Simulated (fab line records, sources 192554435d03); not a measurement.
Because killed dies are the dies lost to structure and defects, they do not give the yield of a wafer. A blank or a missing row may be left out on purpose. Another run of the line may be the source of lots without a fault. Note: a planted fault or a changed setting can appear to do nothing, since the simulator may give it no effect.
Split-lot experiment || flow n5Finfet || 7 lots, 39 wafers read, on a route of 1938 steps

SPLIT DETAILS
At N5_BEOL_M0_SAQP_PECVD_97 (deposits SiNx from SiH4/NH3/N2, target thk 23 nm, time 19.9 s), the setting timeS was moved away from the recipe's 19.9 s on 18 of the 39 wafers read, by -47.7% to +51.1%. This setting was run at the recipe's value on the other wafers.

The reading comes from the split's own step.

THE READING
SiNx_of_BEOL_M0_SAQP_PECVD_97.thkNm (the simulator's own value, which no gauge read), in nm, at N5_BEOL_M0_SAQP_PECVD_97 (deposits SiNx from SiH4/NH3/N2, target thk 23 nm, time 19.9 s). The file does not state a usual value for it. Average 23.0 nm, standard deviation 0.32 nm, over the 21 wafers here run with the recipe.

{"wafer": "L076.1", "tool, chamber at the split": "pecvd-01, 1", "timeS as run, s": 25.06, "against the recipe": "+25.9%", "SiNx_of_BEOL_M0_SAQP_PECVD_97.thkNm, nm": 28.6, "against lot-mates on the recipe": "+5.8"}
{"wafer": "L076.2", "tool, chamber at the split": "pecvd-01, 0,2", "timeS as run, s": 19.9, "against the recipe": "recipe", "SiNx_of_BEOL_M0_SAQP_PECVD_97.thkNm, nm": 22.6, "against lot-mates on the recipe": "-"}
{"wafer": "L076.3", "tool, chamber at the split": "pecvd-01, 0,2", "timeS as run, s": 19.9, "against the recipe": "recipe", "SiNx_of_BEOL_M0_SAQP_PECVD_97.thkNm, nm": 22.6, "against lot-mates on the recipe": "-"}
{"wafer": "L076.4", "tool, chamber at the split": "pecvd-01, 1", "timeS as run, s": 19.9, "against the recipe": "recipe", "SiNx_of_BEOL_M0_SAQP_PECVD_97.thkNm, nm": 23.2, "against lot-mates on the recipe": "-"}
{"wafer": "L076.5", "tool, chamber at the split": "pecvd-01, 2", "timeS as run, s": 25.06, "against the recipe": "+25.9%", "SiNx_of_BEOL_M0_SAQP_PECVD_97.thkNm, nm": 29, "against lot-mates on the recipe": "+6.2"}
{"wafer": "L076.6", "tool, chamber at the split": "pecvd-01, 0", "timeS as run, s": 25.06, "against the recipe": "+25.9%", "SiNx_of_BEOL_M0_SAQP_PECVD_97.thkNm, nm": 28.8, "against lot-mates on the recipe": "+6.0"}
{"wafer": "L079.1", "tool, chamber at the split": "pecvd-04, 0", "timeS as run, s": 10.41, "against the recipe": "-47.7%", "SiNx_of_BEOL_M0_SAQP_PECVD_97.thkNm, nm": 12, "against lot-mates on the recipe": -11.1}
{"wafer": "L079.2", "tool, chamber at the split": "pecvd-04, 2", "timeS as run, s": 19.9, "against the recipe": "recipe", "SiNx_of_BEOL_M0_SAQP_PECVD_97.thkNm, nm": 23, "against lot-mates on the recipe": "-"}
{"wafer": "L079.3", "tool, chamber at the split": "pecvd-04, 1", "timeS as run, s": 19.9, "against the recipe": "recipe", "SiNx_of_BEOL_M0_SAQP_PECVD_97.thkNm, nm": 22.8, "against lot-mates on the recipe": "-"}
{"wafer": "L079.4", "tool, chamber at the split": "pecvd-04, 0", "timeS as run, s": 19.9, "against the recipe": "recipe", "SiNx_of_BEOL_M0_SAQP_PECVD_97.thkNm, nm": 23.4, "against lot-mates on the recipe": "-"}
{"wafer": "L079.5", "tool, chamber at the split": "pecvd-04, 2,1", "timeS as run, s": 10.41, "against the recipe": "-47.7%", "SiNx_of_BEOL_M0_SAQP_PECVD_97.thkNm, nm": 12.2, "against lot-mates on the recipe": -10.9}
{"wafer": "L079.6", "tool, chamber at the split": "pecvd-04, 2,1", "timeS as run, s": 10.41, "against the recipe": "-47.7%", "SiNx_of_BEOL_M0_SAQP_PECVD_97.thkNm, nm": 12.2, "against lot-mates on the recipe": -10.9}
{"wafer": "L083.1", "tool, chamber at the split": "pecvd-04, 1", "timeS as run, s": 19.9, "against the recipe": "recipe", "SiNx_of_BEOL_M0_SAQP_PECVD_97.thkNm, nm": 22.8, "against lot-mates on the recipe": "-"}
{"wafer": "L083.3", "tool, chamber at the split": "pecvd-04, 2", "timeS as run, s": 19.9, "against the recipe": "recipe", "SiNx_of_BEOL_M0_SAQP_PECVD_97.thkNm, nm": 23, "against lot-mates on the recipe": "-"}
{"wafer": "L083.4", "tool, chamber at the split": "pecvd-04, 1", "timeS as run, s": 19.9, "against the recipe": "recipe", "SiNx_of_BEOL_M0_SAQP_PECVD_97.thkNm, nm": 23.4, "against lot-mates on the recipe": "-"}
{"wafer": "L084.1", "tool, chamber at the split": "pecvd-01, 0,2", "timeS as run, s": 15.38, "against the recipe": "-22.7%", "SiNx_of_BEOL_M0_SAQP_PECVD_97.thkNm, nm": 17.8, "against lot-mates on the recipe": -5.1}
{"wafer": "L084.3", "tool, chamber at the split": "pecvd-01, 0,2", "timeS as run, s": 15.38, "against the recipe": "-22.7%", "SiNx_of_BEOL_M0_SAQP_PECVD_97.thkNm, nm": 17.8, "against lot-mates on the recipe": -5.1}
{"wafer": "L084.2", "tool, chamber at the split": "pecvd-01, 1", "timeS as run, s": 19.9, "against the recipe": "recipe", "SiNx_of_BEOL_M0_SAQP_PECVD_97.thkNm, nm": 22.6, "against lot-mates on the recipe": "-"}
{"wafer": "L084.4", "tool, chamber at the split": "pecvd-01, 1", "timeS as run, s": 19.9, "against the recipe": "recipe", "SiNx_of_BEOL_M0_SAQP_PECVD_97.thkNm, nm": 23, "against lot-mates on the recipe": "-"}
{"wafer": "L084.5", "tool, chamber at the split": "pecvd-01, 2", "timeS as run, s": 15.38, "against the recipe": "-22.7%", "SiNx_of_BEOL_M0_SAQP_PECVD_97.thkNm, nm": 18, "against lot-mates on the recipe": -4.9}
{"wafer": "L084.6", "tool, chamber at the split": "pecvd-01, 0", "timeS as run, s": 19.9, "against the recipe": "recipe", "SiNx_of_BEOL_M0_SAQP_PECVD_97.thkNm, nm": 23.2, "against lot-mates on the recipe": "-"}
{"wafer": "L085.1", "tool, chamber at the split": "pecvd-04, 1,2", "timeS as run, s": 19.9, "against the recipe": "recipe", "SiNx_of_BEOL_M0_SAQP_PECVD_97.thkNm, nm": 22.6, "against lot-mates on the recipe": "-"}
{"wafer": "L085.2", "tool, chamber at the split": "pecvd-04, 1,2", "timeS as run, s": 19.9, "against the recipe": "recipe", "SiNx_of_BEOL_M0_SAQP_PECVD_97.thkNm, nm": 22.6, "against lot-mates on the recipe": "-"}
{"wafer": "L085.3", "tool, chamber at the split": "pecvd-04, 0", "timeS as run, s": 12.34, "against the recipe": "-38.0%", "SiNx_of_BEOL_M0_SAQP_PECVD_97.thkNm, nm": 13.8, "against lot-mates on the recipe": -8.9}
{"wafer": "L085.4", "tool, chamber at the split": "pecvd-04, 0", "timeS as run, s": 19.9, "against the recipe": "recipe", "SiNx_of_BEOL_M0_SAQP_PECVD_97.thkNm, nm": 22.8, "against lot-mates on the recipe": "-"}
{"wafer": "L085.5", "tool, chamber at the split": "pecvd-04, 1", "timeS as run, s": 12.34, "against the recipe": "-38.0%", "SiNx_of_BEOL_M0_SAQP_PECVD_97.thkNm, nm": 14.4, "against lot-mates on the recipe": -8.3}
{"wafer": "L085.6", "tool, chamber at the split": "pecvd-04, 2", "timeS as run, s": 12.34, "against the recipe": "-38.0%", "SiNx_of_BEOL_M0_SAQP_PECVD_97.thkNm, nm": 14.2, "against lot-mates on the recipe": -8.5}
{"wafer": "L086.1", "tool, chamber at the split": "pecvd-01, 0,2", "timeS as run, s": 26.71, "against the recipe": "+34.2%", "SiNx_of_BEOL_M0_SAQP_PECVD_97.thkNm, nm": 30.8, "against lot-mates on the recipe": "+7.3"}
{"wafer": "L086.3", "tool, chamber at the split": "pecvd-01, 0,2", "timeS as run, s": 26.71, "against the recipe": "+34.2%", "SiNx_of_BEOL_M0_SAQP_PECVD_97.thkNm, nm": 30.8, "against lot-mates on the recipe": "+7.3"}
{"wafer": "L086.2", "tool, chamber at the split": "pecvd-01, 1", "timeS as run, s": 26.71, "against the recipe": "+34.2%", "SiNx_of_BEOL_M0_SAQP_PECVD_97.thkNm, nm": 31, "against lot-mates on the recipe": "+7.5"}
{"wafer": "L086.4", "tool, chamber at the split": "pecvd-01, 0,1", "timeS as run, s": 19.9, "against the recipe": "recipe", "SiNx_of_BEOL_M0_SAQP_PECVD_97.thkNm, nm": 23.6, "against lot-mates on the recipe": "-"}
{"wafer": "L086.6", "tool, chamber at the split": "pecvd-01, 0,1", "timeS as run, s": 19.9, "against the recipe": "recipe", "SiNx_of_BEOL_M0_SAQP_PECVD_97.thkNm, nm": 23.6, "against lot-mates on the recipe": "-"}
{"wafer": "L086.5", "tool, chamber at the split": "pecvd-01, 2", "timeS as run, s": 19.9, "against the recipe": "recipe", "SiNx_of_BEOL_M0_SAQP_PECVD_97.thkNm, nm": 23.2, "against lot-mates on the recipe": "-"}
{"wafer": "L089.1", "tool, chamber at the split": "pecvd-02, 2", "timeS as run, s": 19.9, "against the recipe": "recipe", "SiNx_of_BEOL_M0_SAQP_PECVD_97.thkNm, nm": 22.8, "against lot-mates on the recipe": "-"}
{"wafer": "L089.2", "tool, chamber at the split": "pecvd-02, 1,0", "timeS as run, s": 30.07, "against the recipe": "+51.1%", "SiNx_of_BEOL_M0_SAQP_PECVD_97.thkNm, nm": 34.6, "against lot-mates on the recipe": "+11.6"}
{"wafer": "L089.3", "tool, chamber at the split": "pecvd-02, 1,0", "timeS as run, s": 30.07, "against the recipe": "+51.1%", "SiNx_of_BEOL_M0_SAQP_PECVD_97.thkNm, nm": 34.6, "against lot-mates on the recipe": "+11.6"}
{"wafer": "L089.4", "tool, chamber at the split": "pecvd-02, 0", "timeS as run, s": 30.07, "against the recipe": "+51.1%", "SiNx_of_BEOL_M0_SAQP_PECVD_97.thkNm, nm": 34.8, "against lot-mates on the recipe": "+11.8"}
{"wafer": "L089.5", "tool, chamber at the split": "pecvd-02, 1", "timeS as run, s": 19.9, "against the recipe": "recipe", "SiNx_of_BEOL_M0_SAQP_PECVD_97.thkNm, nm": 23, "against lot-mates on the recipe": "-"}
{"wafer": "L089.6", "tool, chamber at the split": "pecvd-02, 2", "timeS as run, s": 19.9, "against the recipe": "recipe", "SiNx_of_BEOL_M0_SAQP_PECVD_97.thkNm, nm": 23.2, "against lot-mates on the recipe": "-"}
The file does not say which wafer passed through which chamber wherever a row lists several chambers: such a row stands for several wafers.

THE FIT
A straight line over all 39 wafers: SiNx_of_BEOL_M0_SAQP_PECVD_97.thkNm changes by +0.229 nm for each +1% of timeS; r = +1.00; the points scatter about the line by 0.27 nm.
The same after taking each lot's own level away (the mean of its wafers on the recipe; 39 wafers): +0.226 nm for each +1%; r = +1.00; scatter 0.23 nm.
Per that fit: largest timeS move, reading shift of 12 nm.
The span of the lots' own levels, 22.67 to 23.47 nm, comes to 2.5 times the standard deviation stated above.
Hence the lot-to-lot level has little effect on the slope; both slopes agree.
Check: with one of the wafers moved furthest among these (+51.1%) left out of the fit, the line predicts +11.5 nm for it against its lot-mates. It came out at +11.6 nm against them.

FURTHER SPLITS ON THESE WAFERS
Other splits were also applied to these wafers ahead of the reading. Each is held against what the fit with the lots' levels taken away leaves over:
{"other split on the same wafers": "N5_FIN_SAQP_PECVD_47 timeS", "wafers away from the commonest value": 12, "r with SiNx_of_BEOL_M0_SAQP_PECVD_97.thkNm (lot level and that fit taken away)": "+0.05"}
{"other split on the same wafers": "N5_FIN_CUT_CUT_ETCH_15 timeS", "wafers away from the commonest value": 15, "r with SiNx_of_BEOL_M0_SAQP_PECVD_97.thkNm (lot level and that fit taken away)": "+0.03"}
{"other split on the same wafers": "N5_HKMG_FIN_HK_ALD_01 aldCycles", "wafers away from the commonest value": 9, "r with SiNx_of_BEOL_M0_SAQP_PECVD_97.thkNm (lot level and that fit taken away)": -0.17}
{"other split on the same wafers": "N5_MOL_CONTACT_COAG_ALD_20 aldCycles", "wafers away from the commonest value": 15, "r with SiNx_of_BEOL_M0_SAQP_PECVD_97.thkNm (lot level and that fit taken away)": "+0.01"}

THE FILE'S OWN FIT
SiNx_of_BEOL_M0_SAQP_PECVD_97.thkNm changes by +0.226 nm for each +1% of timeS, r = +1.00.
